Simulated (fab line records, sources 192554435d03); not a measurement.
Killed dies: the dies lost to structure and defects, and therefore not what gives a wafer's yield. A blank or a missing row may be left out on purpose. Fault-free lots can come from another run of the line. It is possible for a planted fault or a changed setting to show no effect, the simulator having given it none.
Chamber matching    flow n5 finfet    rie diel-03 running N5_BEOL_M13_ETCH_68: 4 sister chambers
The step etches SOC in N2/H2, time 355 s. 4 wafers are shown with their chamber, then 7 later ones without.

EACH WAFER AND ITS CHAMBER
wafer   chamber  showerhead plenum p Torr (Torr)
L083.5  0        2.50
L087.4  1        2.42
L090.2  3        2.57
L090.4  2        2.62

WAFERS MISSING THEIR CHAMBER
wafer   showerhead plenum p Torr (Torr)
L090.5  2.41
L096.1  2.49
L096.3  2.56
L096.6  2.49
L094.1  2.61
L094.2  2.41
L094.6  2.49

WHICH CHAMBER EACH WENT THROUGH
wafer   from the rows above  in truth
L090.5  1                    1
L096.1  0                    0
L096.3  3                    3
L096.6  0                    0
L094.1  2                    2
L094.2  1                    1
L094.6  0                    0
Correct placement for 7 of the 7. Left unplaced by these rows: 0. Wrongly placed: 0.
How it was worked out, from the rows above alone: a wafer's distance from a chamber is the root of the sum, over the readings, of the square of ((its reading less the chamber's mean) divided by the reading's scatter). The wafer belongs to the nearest chamber; if the next one is less than 2 further off, it can't be placed. A chamber's mean is the mean of its shown wafers. The scatter (one wafer shown for each chamber): square how far every hidden wafer sits from the nearest shown wafer, average those squares and take the square root.
